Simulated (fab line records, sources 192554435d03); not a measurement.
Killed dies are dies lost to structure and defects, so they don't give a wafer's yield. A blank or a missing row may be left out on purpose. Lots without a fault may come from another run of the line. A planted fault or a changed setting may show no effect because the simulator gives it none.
fab line records | flow n5_finfet
record lots=24 wafers=72 last_day=19
route steps=1938 shown BEOL_M0_SAQP@634
lots that met no fault: from a run of the same line without faults
start_h: hours from the record's first day to the start of the lot's first wafer shown | wait_h: hours since the lot's step before | " the same as in the row above | L1.1+2: a row that stands for several wafers | - no value, or no start given | * or withheld: withheld | < > ~ a bound
route shown NAME@n: a module of which the file shows steps, and the number in the route of the first | usual: mean/standard deviation of fault-free wafers | same: alike in all rows | chamber/n: place in a boat | sites: the reading at each site | _std_site: their standard deviation | _edge_site: outer sites' mean less inner sites' | radius_mm: how far each site lies from the wafer's centre | mask NAME#n: copy n | behind: the tool/chamber that last shaped the wafer | hold: why the lot was held/for how many hours/how that ended | device: the transistor (n, p or np) that didn't switch | end of line: the same wafers' tests at the end of the route | a step without rows: its recipe alone | killed: dies lost to structure and defects at the first sort, not the wafer's yield | map: a wafer's dies, x killed, . not, _ none there
set.NAME: the setting as run; set.NAME@STEP: as run at that earlier step | model.NAME: the simulator's own value behind a step, which no gauge read
steps of the route over a sample of lots; a table a step, a row a wafer
services: from which hour (start_h, from the record's first day; less than 0 if before it) a tool's chamber was out of use, for how many hours, and why
## steps
# step N5_BEOL_M0_SAQP_HM_DEP_02
# recipe material=TiN target_thk_a=120 temp_c=25 chamber_pressure_pa=0.49996
# usual throttle_valve_pct=30.3/0.98
# columns lot.wafer tool chamber start_h wait_h throttle_valve_pct
L074.2 pvd_sputter-01 - 111.98 0.9 30.0
L074.5 " - " " 30.3
L074.6 " - " " 30.8
L075.2 pvd_sputter-01 - 114.86 0.7 30.2
L075.4 " - " " 30.6
L075.5 " - " " 28.3
L076.2 pvd_sputter-02 - 121.98 1.1 30.0
L076.4 " - " " 30.4
L076.6 " - " " 29.7
L077.2 pvd_sputter-03 - 123.99 0.1 31.2
L077.3 " - " " 29.7
L077.6 " - " " 31.7
L078.1 pvd_sputter-02 - 129.23 0.4 31.8
L078.2 " - " " 29.6
L078.6 " - " " 29.4
L079.1 pvd_sputter-01 - 136.57 3.8 28.3
L079.4 " - " " 30.4
L079.5 " - " " 30.4
L080.1 pvd_sputter-01 - 146.68 1.6 30.4
L080.3 " - " " 28.2
L080.6 " - " " 30.6
L081.3 pvd_sputter-01 - 152.09 0.0 28.0
L081.5 " - " " 30.5
L081.6 " - " " 30.2
L082.3 pvd_sputter-01 - 159.24 2.2 28.2
L082.5 " - " " 30.7
L082.6 " - " " 28.2
L083.2 pvd_sputter-02 - 161.62 1.6 30.1
L083.3 " - " " 31.7
L083.4 " - " " 29.6
L084.1 pvd_sputter-02 - 168.25 2.3 29.8
L084.4 " - " " 29.7
L084.5 " - " " 30.0
L085.4 pvd_sputter-01 - 176.84 0.2 30.2
L085.5 " - " " 30.5
L085.6 " - " " 30.6
L086.2 pvd_sputter-03 - 184.30 1.0 29.8
L086.5 " - " " 29.5
L086.6 " - " " 31.4
L087.4 pvd_sputter-02 - 188.09 1.5 30.3
L087.5 " - " " 29.7
L087.6 " - " " 30.5
L088.2 pvd_sputter-03 - 194.22 1.1 31.2
L088.3 " - " " 30.2
L088.4 " - " " 31.9
L089.1 pvd_sputter-03 - 197.80 1.1 29.7
L089.5 " - " " 31.7
L089.6 " - " " 31.3
L090.3 pvd_sputter-01 - 202.20 2.2 30.5
L090.4 " - " " 28.3
L090.5 " - " " 30.3
L091.1 pvd_sputter-03 - 214.43 2.2 30.1
L091.2 " - " " 31.2
L091.4 " - " " 31.3
L092.1 pvd_sputter-03 - 217.79 2.6 30.3
L092.3 " - " " 31.7
L092.5 " - " " 29.8
L093.3 pvd_sputter-01 - 218.91 0.7 28.1
L093.4 " - " " 30.1
L093.6 " - " " 30.2
L094.1 pvd_sputter-01 - 231.07 1.8 28.2
L094.2 " - " " 30.1
L094.5 " - " " 30.0
L095.1 pvd_sputter-03 - 236.36 1.1 31.3
L095.4 " - " " 30.1
L095.5 " - " " 31.4
L096.2 pvd_sputter-02 - 238.86 0.6 29.9
L096.3 " - " " 29.6
L096.6 " - " " 30.4
L097.3 pvd_sputter-02 - 243.34 1.3 30.4
L097.4 " - " " 32.0
L097.5 " - " " 31.9
# step N5_BEOL_M0_SAQP_MANDREL_ETCH_20
# recipe target_depth_a=600 chemistry=HBr/Cl2 target=a-Si stop_on=SiNx bt_time_s=10 mask_material=SOC over_etch_frac=0.5 time_s=30 pressure_mtorr=10 icp_w=800 bias_w=75 HBr_flow_sccm=150 Cl2_flow_sccm=80 ends=end_point
# usual chamber_pressure_mTorr=10.000/0.01 drypump_motor_current_A=5.9/0.56 oes_product_au=0.771/0.014 throttle_valve_pct=35.4/0.31
# columns lot.wafer tool chamber start_h wait_h chamber_pressure_mTorr drypump_motor_current_A oes_product_au rf_hours_counter_h throttle_valve_pct
L074.2 rie_si-04 2 113.24 0.0 9.997 6.4 0.780 1 35.2
L074.5 " 1 " " 9.995 6.0 0.792 - 35.8
L074.6 " 0 " " 9.983 6.2 0.815 - 35.7
L075.2 rie_si-03 1 116.13 0.0 10.004 6.5 0.778 71 35.6
L075.4 " 3 " " 10.014 6.4 0.767 99 35.9
L075.5 " 3 " " 9.989 6.4 0.787 - 35.9
L076.2 rie_si-01 3 123.28 0.0 9.997 5.7 0.770 91 35.6
L076.4 " 3 " " 10.008 5.7 0.782 - 35.6
L076.6 " 1 " " 10.000 4.9 0.767 - 34.8
L077.2 rie_si-03 3 125.14 0.0 9.997 6.4 0.775 99 35.8
L077.3 " 1 " " 10.001 6.5 0.780 71 35.6
L077.6 " 0 " " 10.004 5.1 0.759 - 35.3
L078.1 rie_si-01 1 130.40 0.0 9.991 4.9 0.775 148 34.8
L078.2 " 2 " " 10.013 6.3 0.759 46 35.6
L078.6 " 2 " " 9.992 6.3 0.764 - 35.5
L079.1 rie_si-03 1 137.75 0.0 10.002 6.5 0.771 72 35.6
L079.4 " 3 " " 9.993 6.4 0.777 99 35.9
L079.5 " 1 " " 10.008 6.5 0.781 - 35.5
L080.1 rie_si-01 3 147.85 0.0 9.996 5.7 0.766 92 35.6
L080.3 " 1 " " 9.999 4.9 0.747 148 34.8
L080.6 " 2 " " 9.992 6.3 0.758 - 35.6
L081.3 rie_si-04 0 153.15 0.0 9.987 6.2 0.787 40 35.7
L081.5 " 1 " " 10.002 6.0 0.783 - 35.8
L081.6 " 2 " " 9.995 6.4 0.802 - 35.2
L082.3 rie_si-03 2 160.64 0.0 10.012 5.7 0.778 184 35.1
L082.5 " 0 " " 10.007 5.1 0.759 - 35.3
L082.6 " 3 " " 10.013 6.4 0.776 - 35.9
L083.2 rie_si-03 2 162.80 0.0 9.996 5.7 0.773 184 35.1
L083.3 " 0 " " 10.003 5.1 0.737 5 35.3
L083.4 " 3 " " 10.021 6.4 0.767 100 35.9
L084.1 rie_si-04 1 169.44 0.0 9.995 5.9 0.779 9 35.8
L084.4 " 2 " " 9.997 6.4 0.804 2 35.2
L084.5 " 2 " " 9.993 6.4 0.793 - 35.2
L085.4 rie_si-03 2 178.03 0.0 10.006 5.7 0.779 184 35.1
L085.5 " 0 " " 10.010 5.1 0.749 - 35.3
L085.6 " 1 " " 10.009 6.6 0.767 - 35.6
L086.2 rie_si-03 2 185.69 0.0 9.983 5.7 0.783 184 35.1
L086.5 " 3 " " 9.991 6.4 0.776 - 35.9
L086.6 " 2 " " 9.996 5.7 0.791 - 35.1
L087.4 rie_si-03 3 189.34 0.0 10.012 6.4 0.778 100 35.9
L087.5 " 0 " " 10.004 5.1 0.751 - 35.3
L087.6 " 3 " " 9.992 6.4 0.771 - 35.9
L088.2 rie_si-03 3 195.31 0.0 9.981 6.5 0.763 101 35.9
L088.3 " 2 " " 10.008 5.7 0.778 184 35.1
L088.4 " 1 " " 9.996 6.6 0.784 73 35.6
L089.1 rie_si-01 1 198.85 0.0 10.016 4.9 0.765 149 34.8
L089.5 " 2 " " 10.006 6.3 0.761 - 35.5
L089.6 " 1 " " 10.002 4.9 0.766 - 34.8
L090.3 rie_si-01 1 203.39 0.0 9.986 4.9 0.761 149 34.8
L090.4 " 3 " " 10.020 5.7 0.766 93 35.6
L090.5 " 3 " " 10.014 5.7 0.771 - 35.6
L091.1 rie_si-04 1 215.59 0.0 9.993 5.9 0.783 10 35.8
L091.2 " 3 " " 9.990 6.0 0.759 127 35.2
L091.4 " 2 " " 10.010 6.4 0.806 3 35.2
L092.1 rie_si-01 3 218.98 0.0 10.007 5.7 0.762 93 35.6
L092.3 " 1 " " 10.017 4.9 0.760 149 34.8
L092.5 " 1 " " 10.002 4.9 0.775 - 34.8
L093.3 rie_si-03 0 220.01 0.0 9.996 5.1 0.750 6 35.3
L093.4 " 1 " " 10.015 6.5 0.780 73 35.6
L093.6 " 0 " " 10.012 5.1 0.755 - 35.3
L094.1 rie_si-03 3 232.45 0.0 9.991 6.4 0.770 101 35.9
L094.2 " 2 " " 10.018 5.7 0.759 185 35.1
L094.5 " 3 " " 10.009 6.4 0.775 - 35.9
L095.1 rie_si-01 2 237.54 0.0 9.992 6.3 0.754 48 35.6
L095.4 " 0 " " 10.002 6.5 0.771 1 35.5
L095.5 " 1 " " 10.003 5.0 0.763 - 34.8
L096.2 rie_si-03 1 240.04 0.0 9.975 6.6 0.770 73 35.6
L096.3 " 0 " " 10.008 5.1 0.750 7 35.3
L096.6 " 3 " " 9.988 6.4 0.782 - 35.9
L097.3 rie_si-04 1 244.53 0.0 10.001 6.0 0.785 11 35.8
L097.4 " 0 " " 10.001 6.2 0.802 42 35.7
L097.5 " 3 " " 10.014 6.0 0.779 - 35.1
# step N5_BEOL_M0_SAQP_RECESS_114
# recipe chemistry=HF/NH3 target=SiO2 target_depth_a=144 afs_cycles=3 temp_c=30 sublimation_temp_c=180 sublimation_time_s=60
# usual drypump_motor_current_A=5.8/0.43
# columns lot.wafer tool chamber start_h wait_h drypump_motor_current_A
L074.2 vapor_etch-02 1 113.47 0.0 6.2
L074.5 " 0 " " 5.2
L074.6 " 1 " " 6.2
L075.2 vapor_etch-02 1 116.36 0.0 6.2
L075.4 " 0 " " 5.2
L075.5 " 1 " " 6.2
L076.2 vapor_etch-01 1 123.51 0.0 6.1
L076.4 " 0 " " 5.9
L076.6 " 1 " " 6.1
L077.2 vapor_etch-02 0 125.44 0.0 5.2
L077.3 " 0 " " 5.2
L077.6 " 1 " " 6.3
L078.1 vapor_etch-01 1 130.63 0.0 6.1
L078.2 " 0 " " 5.9
L078.6 " 1 " " 6.1
L079.1 vapor_etch-02 1 137.98 0.0 6.2
L079.4 " 0 " " 5.2
L079.5 " 0 " " 5.2
L080.1 vapor_etch-01 1 148.09 0.0 6.1
L080.3 " 1 " " 6.1
L080.6 " 1 " " 6.1
L081.3 vapor_etch-01 1 153.63 0.1 6.1
L081.5 " 1 " " 6.1
L081.6 " 0 " " 5.9
L082.3 vapor_etch-01 0 161.32 0.5 5.9
L082.5 " 0 " " 5.9
L082.6 " 1 " " 6.1
L083.2 vapor_etch-02 0 163.03 0.0 5.2
L083.3 " 0 " " 5.2
L083.4 " 1 " " 6.3
L084.1 vapor_etch-02 1 169.67 0.0 6.2
L084.4 " 1 " " 6.2
L084.5 " 0 " " 5.2
L085.4 vapor_etch-02 0 178.38 0.1 5.2
L085.5 " 0 " " 5.2
L085.6 " 1 " " 6.2
L086.2 vapor_etch-02 1 185.92 0.0 6.3
L086.5 " 0 " " 5.2
L086.6 " 1 " " 6.2
L087.4 vapor_etch-02 1 189.69 0.1 6.2
L087.5 " 1 " " 6.2
L087.6 " 0 " " 5.2
L088.2 vapor_etch-02 0 195.54 0.0 5.2
L088.3 " 1 " " 6.3
L088.4 " 0 " " 5.2
L089.1 vapor_etch-02 1 199.11 0.0 6.2
L089.5 " 0 " " 5.2
L089.6 " 1 " " 6.2
L090.3 vapor_etch-01 1 203.83 0.1 6.1
L090.4 " 0 " " 5.9
L090.5 " 1 " " 6.1
L091.1 vapor_etch-02 0 215.82 0.0 5.2
L091.2 " 1 " " 6.2
L091.4 " 0 " " 5.2
L092.1 vapor_etch-01 1 219.43 0.0 6.1
L092.3 " 1 " " 6.1
L092.5 " 1 " " 6.1
L093.3 vapor_etch-02 1 220.36 0.1 6.2
L093.4 " 0 " " 5.2
L093.6 " 1 " " 6.2
L094.1 vapor_etch-02 0 232.84 0.0 5.2
L094.2 " 1 " " 6.2
L094.5 " 1 " " 6.2
L095.1 vapor_etch-02 1 237.77 0.0 6.2
L095.4 " 0 " " 5.2
L095.5 " 1 " " 6.2
L096.2 vapor_etch-01 1 240.56 0.3 6.1
L096.3 " 1 " " 6.1
L096.6 " 1 " " 6.1
L097.3 vapor_etch-02 0 244.88 0.1 5.2
L097.4 " 1 " " 6.2
L097.5 " 0 " " 5.2
# step N5_BEOL_M0_SAQP_MANDREL_ETCH_103
# recipe chemistry=HBr/Cl2 target=a-Si target_depth_a=450 bt_time_s=10 stop_on=SiCN mask_material=SiO2 over_etch_frac=0.8 time_s=27 pressure_mtorr=10 icp_w=800 bias_w=75 HBr_flow_sccm=150 Cl2_flow_sccm=80 ends=end_point
# usual chamber_pressure_mTorr=10.000/0.01 drypump_motor_current_A=5.9/0.52 oes_product_au=0.683/0.014 throttle_valve_pct=35.4/0.32
# columns lot.wafer tool chamber start_h wait_h chamber_pressure_mTorr drypump_motor_current_A oes_product_au rf_hours_counter_h throttle_valve_pct
L074.2 rie_si-04 3 115.44 0.0 10.014 6.0 0.680 125 35.1
L074.5 " 0 " " 9.987 6.2 0.711 - 35.7
L074.6 " 3 " " 9.983 6.0 0.693 - 35.1
L075.2 rie_si-03 0 117.67 0.0 9.997 5.1 0.655 4 35.3
L075.4 " 3 " " 9.998 6.4 0.685 99 35.8
L075.5 " 0 " " 10.006 5.1 0.665 - 35.3
L076.2 rie_si-01 3 124.78 0.0 10.004 5.7 0.668 91 35.7
L076.4 " 1 " " 10.014 4.9 0.670 - 34.8
L076.6 " 3 " " 10.004 5.7 0.669 - 35.6
L077.2 rie_si-03 1 126.74 0.0 10.001 6.5 0.683 71 35.6
L077.3 " 0 " " 10.005 5.1 0.657 5 35.3
L077.6 " 3 " " 10.012 6.4 0.684 - 35.9
L078.1 rie_si-01 3 131.87 0.0 9.997 5.7 0.668 91 35.7
L078.2 " 2 " " 10.017 6.3 0.670 46 35.6
L078.6 " 3 " " 9.988 5.7 0.677 - 35.6
L079.1 rie_si-03 0 139.21 0.0 10.017 5.1 0.666 5 35.3
L079.4 " 3 " " 10.001 6.4 0.682 100 35.8
L079.5 " 1 " " 10.014 6.6 0.683 - 35.5
L080.1 rie_si-01 3 150.29 0.0 10.018 5.7 0.671 92 35.6
L080.3 " 1 " " 10.008 4.9 0.683 148 34.8
L080.6 " 2 " " 9.989 6.3 0.671 - 35.5
L081.3 rie_si-01 3 155.16 0.0 10.022 5.7 0.661 92 35.7
L081.5 " 1 " " 9.996 4.9 0.675 - 34.8
L081.6 " 0 " " 9.991 6.5 0.679 - 35.5
L082.3 rie_si-01 0 162.43 0.0 10.001 6.5 0.672 0 35.5
L082.5 " 1 " " 10.007 4.9 0.684 - 34.8
L082.6 " 0 " " 9.995 6.5 0.687 - 35.5
L083.2 rie_si-03 0 164.32 0.0 9.986 5.1 0.664 5 35.3
L083.3 " 2 " " 10.007 5.7 0.680 184 35.1
L083.4 " 1 " " 10.020 6.5 0.691 72 35.6
L084.1 rie_si-04 3 170.98 0.0 10.017 6.0 0.679 126 35.2
L084.4 " 0 " " 9.974 6.2 0.711 41 35.7
L084.5 " 0 " " 9.995 6.2 0.697 - 35.7
L085.4 rie_si-04 3 179.72 0.0 10.004 6.0 0.684 126 35.1
L085.5 " 0 " " 9.998 6.2 0.704 - 35.7
L085.6 " 3 " " 9.987 6.0 0.689 - 35.1
L086.2 rie_si-01 0 187.19 0.0 10.010 6.5 0.662 0 35.5
L086.5 " 0 " " 9.983 6.5 0.665 - 35.5
L086.6 " 1 " " 10.009 4.9 0.677 - 34.8
L087.4 rie_si-01 1 191.27 0.0 10.019 4.9 0.692 149 34.8
L087.5 " 3 " " 9.986 5.7 0.685 - 35.6
L087.6 " 2 " " 9.996 6.3 0.665 - 35.5
L088.2 rie_si-01 0 196.84 0.0 9.991 6.5 0.668 1 35.5
L088.3 " 1 " " 10.003 4.9 0.668 149 34.8
L088.4 " 3 " " 9.982 5.7 0.673 92 35.6
L089.1 rie_si-03 1 200.35 0.0 10.007 6.5 0.693 73 35.5
L089.5 " 1 " " 9.987 6.5 0.685 - 35.5
L089.6 " 0 " " 9.998 5.1 0.670 - 35.3
L090.3 rie_si-01 2 205.11 0.0 10.002 6.3 0.658 48 35.6
L090.4 " 1 " " 10.001 4.9 0.674 149 34.8
L090.5 " 1 " " 9.998 4.9 0.673 - 34.8
L091.1 rie_si-04 0 217.12 0.0 9.995 6.2 0.703 41 35.7
L091.2 " 1 " " 9.981 6.0 0.697 10 35.7
L091.4 " 3 " " 10.010 6.0 0.685 127 35.1
L092.1 rie_si-01 1 222.20 0.0 9.998 4.9 0.667 150 34.8
L092.3 " 0 " " 9.993 6.5 0.676 1 35.5
L092.5 " 0 " " 10.012 6.5 0.681 - 35.5
L093.3 rie_si-04 1 222.58 0.0 9.993 6.0 0.689 10 35.8
L093.4 " 3 " " 10.012 6.0 0.684 127 35.1
L093.6 " 0 " " 9.982 6.2 0.713 - 35.7
L094.1 rie_si-04 0 234.07 0.0 9.990 6.2 0.701 42 35.7
L094.2 " 2 " " 9.997 6.4 0.689 3 35.2
L094.5 " 2 " " 9.993 6.4 0.704 - 35.2
L095.1 rie_si-04 3 240.12 0.0 9.987 6.0 0.670 127 35.2
L095.4 " 2 " " 9.994 6.4 0.689 4 35.2
L095.5 " 2 " " 9.998 6.4 0.703 - 35.2
L096.2 rie_si-04 2 241.79 0.0 10.005 6.4 0.697 4 35.2
L096.3 " 0 " " 10.010 6.2 0.702 42 35.7
L096.6 " 2 " " 10.001 6.4 0.707 - 35.1
L097.3 rie_si-04 0 246.00 0.0 10.019 6.2 0.696 42 35.7
L097.4 " 2 " " 10.008 6.4 0.706 4 35.2
L097.5 " 3 " " 9.992 6.0 0.686 - 35.1
# step N5_BEOL_M0_SAQP_CD_MEAS_40
# recipe target_cd_nm=30 landing_energy_ev=500 detector=se_inlens
# usual cd_nm=30.10/0.25
# columns lot.wafer tool chamber start_h wait_h cd_nm
L074.2 cd_sem-01 0 117.53 - 30.54
L074.5 " 0 " " 30.27
L074.6 " 0 " " 29.98
L075.2 cd_sem-02 0 119.59 - 29.96
L075.4 " 0 " " 30.55
L075.5 " 0 " " 30.37
L076.2 cd_sem-03 0 127.00 - 30.02
L076.4 " 0 " " 30.17
L076.6 " 0 " " 29.95
L077.2 cd_sem-03 0 128.75 - 30.27
L077.3 " 0 " " 29.71
L077.6 " 0 " " 29.60
L078.1 cd_sem-01 0 133.88 - 29.98
L078.2 " 0 " " 30.12
L078.6 " 0 " " 30.18
L079.1 cd_sem-03 0 141.22 - 29.82
L079.4 " 0 " " 30.00
L079.5 " 0 " " 29.75
L080.1 cd_sem-03 0 152.62 - 29.60
L080.3 " 0 " " 29.88
L080.6 " 0 " " 29.89
L081.3 cd_sem-01 0 157.21 - 30.08
L081.5 " 0 " " 29.81
L081.6 " 0 " " 30.12
L082.3 cd_sem-03 0 164.47 - 29.91
L082.5 " 0 " " 29.95
L082.6 " 0 " " 30.06
L083.2 cd_sem-03 0 166.49 - 29.82
L083.3 " 0 " " 30.87
L083.4 " 0 " " 30.50
L084.1 cd_sem-01 0 173.07 - 29.91
L084.4 " 0 " " 29.92
L084.5 " 0 " " 30.19
L085.4 cd_sem-03 0 182.38 - 30.28
L085.5 " 0 " " 29.98
L085.6 " 0 " " 30.06
L086.2 cd_sem-03 0 191.16 - 30.18
L086.5 " 0 " " 29.97
L086.6 " 0 " " 30.19
L087.4 cd_sem-01 0 194.66 - 30.50
L087.5 " 0 " " 29.98
L087.6 " 0 " " 30.11
L088.2 cd_sem-03 0 200.38 - 30.12
L088.3 " 0 " " 30.16
L088.4 " 0 " " 30.25
L089.1 cd_sem-01 0 202.88 - 30.38
L089.5 " 0 " " 30.38
L089.6 " 0 " " 29.94
L090.3 cd_sem-02 0 207.05 - 29.88
L090.4 " 0 " " 30.19
L090.5 " 0 " " 30.60
L091.1 cd_sem-02 0 219.63 - 30.07
L091.2 " 0 " " 29.95
L091.4 " 0 " " 29.94
L092.1 cd_sem-03 0 224.23 - 29.87
L092.3 " 0 " " 30.08
L092.5 " 0 " " 30.57
L093.3 cd_sem-02 0 224.60 - 30.05
L093.4 " 0 " " 30.49
L093.6 " 0 " " 30.38
L094.1 cd_sem-03 0 235.97 - 30.48
L094.2 " 0 " " 30.17
L094.5 " 0 " " 30.43
L095.1 cd_sem-02 0 242.11 - 29.94
L095.4 " 0 " " 30.17
L095.5 " 0 " " 29.82
L096.2 cd_sem-03 0 244.17 - 30.22
L096.3 " 0 " " 30.17
L096.6 " 0 " " 29.85
L097.3 cd_sem-01 0 248.43 - 29.82
L097.4 " 0 " " 30.17
L097.5 " 0 " " 30.56
# step N5_BEOL_M0_SAQP_DESCUM_45
# recipe chemistry=O2 time_s=7 source_power_w=50 bias_power_w=20 pressure_mtorr=20 rf_frequency_hz=2.712e+07 temp_c=40 resist=CAR-EUV o2_flow_sccm=225
# usual bias_power_w=20.00/0.056 chamber_pressure_mTorr=19.999/0.018 drypump_motor_current_A=5.8/0.54 oes_product_au=0.81/0.083 rf_vpp_V=243.4/1.2 showerhead_plenum_p_Torr=2.11/0.06 throttle_valve_pct=20.39/0.29
# columns lot.wafer tool chamber start_h wait_h bias_power_w chamber_pressure_mTorr drypump_motor_current_A oes_product_au rf_hours_counter_h rf_vpp_V showerhead_plenum_p_Torr throttle_valve_pct
L074.2 rie_diel-06 3 117.65 0.0 19.99 20.002 6.0 0.77 130 243.0 2.12 20.45
L074.5 " 3 " " 19.95 20.005 5.9 0.76 - 242.5 2.12 20.44
L074.6 " 0 " " 20.02 20.005 6.6 0.95 - 244.6 2.14 19.76
L075.2 rie_diel-01 2 119.71 0.0 19.97 19.952 5.9 0.81 82 245.7 2.22 20.50
L075.4 " 0 " " 19.97 20.018 6.0 0.73 - 242.0 2.11 20.76
L075.5 " 2 " " 19.98 20.013 5.8 0.80 - 245.2 2.22 20.53
L076.2 rie_diel-03 2 127.12 0.0 19.92 19.986 5.1 0.80 74 244.4 2.14 20.49
L076.4 " 2 " " 20.02 19.983 5.1 0.80 - 244.1 2.14 20.48
L076.6 " 3 " " 19.98 20.010 4.7 0.77 - 242.2 2.03 20.49
L077.2 rie_diel-03 2 128.98 0.1 20.01 19.994 5.1 0.80 75 242.6 2.14 20.48
L077.3 " 3 " " 20.05 19.990 4.7 0.78 118 241.4 2.03 20.49
L077.6 " 2 " " 19.95 20.005 5.1 0.82 - 244.0 2.14 20.48
L078.1 rie_diel-01 3 134.16 0.2 20.02 19.989 6.3 0.90 27 243.0 2.06 20.12
L078.2 " 2 " " 20.00 19.998 5.8 0.79 86 246.3 2.22 20.51
L078.6 " 1 " " 20.04 19.976 5.8 0.72 - 242.5 2.01 20.61
L079.1 rie_diel-06 0 141.38 0.1 20.02 20.021 6.6 0.93 19 244.9 2.13 19.78
L079.4 " 3 " " 20.04 19.969 5.9 0.76 137 242.9 2.11 20.46
L079.5 " 0 " " 19.98 20.004 6.6 0.94 - 244.5 2.13 19.79
L080.1 rie_diel-01 0 152.74 0.0 19.98 19.985 6.1 0.71 165 242.9 2.11 20.77
L080.3 " 3 " " 20.10 20.011 6.3 0.89 32 243.3 2.05 20.10
L080.6 " 1 " " 20.04 20.037 5.8 0.71 - 242.1 2.01 20.63
L081.3 rie_diel-06 0 157.33 0.0 20.02 19.996 6.7 0.93 24 243.8 2.13 19.80
L081.5 " 2 " " 20.11 19.997 5.9 0.76 - 243.2 2.16 20.21
L081.6 " 0 " " 19.95 19.991 6.6 0.92 - 243.9 2.13 19.79
L082.3 rie_diel-06 1 164.59 0.0 20.08 20.017 5.2 0.96 5 243.4 2.15 20.46
L082.5 " 0 " " 20.01 20.030 6.6 0.92 - 243.8 2.13 19.81
L082.6 " 1 " " 19.94 19.996 5.2 0.96 - 244.1 2.15 20.45
L083.2 rie_diel-06 1 166.62 0.0 19.89 20.006 5.2 0.95 5 242.6 2.14 20.47
L083.3 " 3 " " 19.99 19.991 6.0 0.76 145 242.6 2.11 20.46
L083.4 " 0 " " 20.04 19.977 6.6 0.92 28 243.7 2.13 19.79
L084.1 rie_diel-06 1 173.19 0.0 19.94 20.003 5.2 0.94 8 244.5 2.14 20.49
L084.4 " 0 " " 20.00 20.003 6.6 0.90 - 245.1 2.13 19.80
L084.5 " 1 " " 19.95 19.991 5.2 0.93 - 243.5 2.14 20.48
L085.4 rie_diel-06 0 182.50 0.0 20.01 19.991 6.6 0.91 33 243.5 2.13 19.80
L085.5 " 2 " " 20.03 20.014 6.0 0.74 - 244.0 2.16 20.23
L085.6 " 3 " " 19.90 20.036 5.9 0.76 - 243.7 2.11 20.46
L086.2 rie_diel-01 0 191.28 0.0 20.00 19.996 6.0 0.71 176 241.1 2.11 20.78
L086.5 " 1 " " 19.96 19.987 5.8 0.71 - 242.0 2.00 20.63
L086.6 " 2 " " 20.08 19.991 5.9 0.78 - 244.5 2.21 20.53
L087.4 rie_diel-06 1 194.78 0.0 19.94 20.018 5.2 0.92 14 242.7 2.14 20.48
L087.5 " 1 " " 19.98 19.954 5.2 0.92 - 243.8 2.14 20.48
L087.6 " 2 " " 20.01 20.007 5.9 0.74 - 244.6 2.16 20.24
L088.2 rie_diel-01 2 200.50 0.0 19.94 19.973 5.9 0.77 107 243.8 2.21 20.55
L088.3 " 1 " " 20.06 20.011 5.8 0.71 196 241.9 2.00 20.65
L088.4 " 0 " " 20.03 19.994 6.0 0.70 179 244.9 2.11 20.79
L089.1 rie_diel-06 1 203.02 0.0 20.02 20.000 5.2 0.91 17 244.0 2.14 20.50
L089.5 " 2 " " 19.97 20.015 6.0 0.74 - 244.7 2.16 20.24
L089.6 " 1 " " 19.99 19.992 5.2 0.91 - 243.3 2.14 20.47
L090.3 rie_diel-01 1 207.18 0.0 20.00 19.996 5.8 0.71 199 242.0 2.00 20.62
L090.4 " 0 " " 20.04 19.983 6.1 0.70 181 243.0 2.11 20.77
L090.5 " 1 " " 20.06 19.987 5.8 0.71 - 242.4 2.00 20.64
L091.1 rie_diel-03 3 219.82 0.1 20.00 20.005 4.7 0.76 144 243.1 2.02 20.54
L091.2 " 1 " " 19.92 20.048 5.0 0.82 108 241.1 2.02 20.72
L091.4 " 2 " " 19.97 20.019 5.1 0.77 102 243.4 2.13 20.53
L092.1 rie_diel-06 1 224.35 0.0 20.07 19.985 5.2 0.90 23 244.4 2.14 20.48
L092.3 " 3 " " 19.87 20.037 6.0 0.74 160 242.9 2.11 20.48
L092.5 " 3 " " 19.86 20.003 6.0 0.75 - 243.0 2.11 20.49
L093.3 rie_diel-06 0 224.72 0.0 20.04 20.015 6.6 0.88 45 243.2 2.12 19.83
L093.4 " 0 " " 20.05 20.001 6.6 0.88 - 244.1 2.13 19.84
L093.6 " 1 " " 19.99 20.019 5.2 0.90 - 243.9 2.14 20.48
L094.1 rie_diel-03 3 236.37 0.3 20.00 19.990 4.7 0.75 148 243.1 2.02 20.54
L094.2 " 2 " " 20.08 19.996 5.1 0.78 106 242.2 2.13 20.53
L094.5 " 0 " " 20.01 19.994 5.5 0.90 - 244.3 2.13 20.29
L095.1 rie_diel-01 3 242.24 0.0 20.02 19.986 6.2 0.84 59 242.1 2.04 20.16
L095.4 " 1 " " 19.94 19.981 5.8 0.70 209 241.3 2.00 20.66
L095.5 " 0 " " 20.04 19.999 6.0 0.70 - 242.8 2.10 20.80
L096.2 rie_diel-01 1 244.29 0.0 20.02 19.965 5.8 0.69 209 241.8 2.00 20.67
L096.3 " 3 " " 19.92 19.979 6.3 0.84 60 242.3 2.04 20.14
L096.6 " 2 " " 20.08 19.990 5.8 0.77 - 244.7 2.21 20.56
L097.3 rie_diel-06 3 248.58 0.1 20.07 19.966 6.0 0.74 167 242.8 2.10 20.49
L097.4 " 2 " " 19.98 19.984 6.0 0.74 176 244.2 2.15 20.24
L097.5 " 2 " " 20.00 19.985 6.0 0.74 - 244.2 2.15 20.25
## services
# columns tool chamber start_h hours kind
vapor_etch-01 - 95.60 0.2 repair
rie_diel-01 0 99.20 8.2 repair
rie_si-01 0 99.56 38.7 repair
vapor_etch-01 - 101.70 1.5 repair
rie_diel-01 1 103.86 16.6 repair
pvd_sputter-03 - 107.51 2.6 repair
vapor_etch-02 - 110.28 2.8 pm
vapor_etch-02 1 116.87 2.6 repair
rie_si-03 2 120.54 1.2 repair
pvd_sputter-02 - 134.88 5.2 repair
rie_si-01 0 138.26 - clean
pvd_sputter-03 - 139.96 3.3 repair
rie_diel-03 - 143.10 1.2 repair
rie_diel-06 1 151.90 8.1 repair
rie_diel-01 - 164.46 0.3 repair
pvd_sputter-02 - 168.67 3.0 repair
rie_si-01 - 169.59 2.8 pm
rie_diel-06 3 170.12 4.2 repair
rie_si-03 - 174.22 2.8 pm
vapor_etch-01 - 186.97 14.6 pm
vapor_etch-02 - 193.61 0.4 repair
rie_si-04 0 199.05 7.2 repair
rie_si-01 2 214.36 3.8 repair
rie_diel-06 2 224.10 3.8 repair
## key
fault none
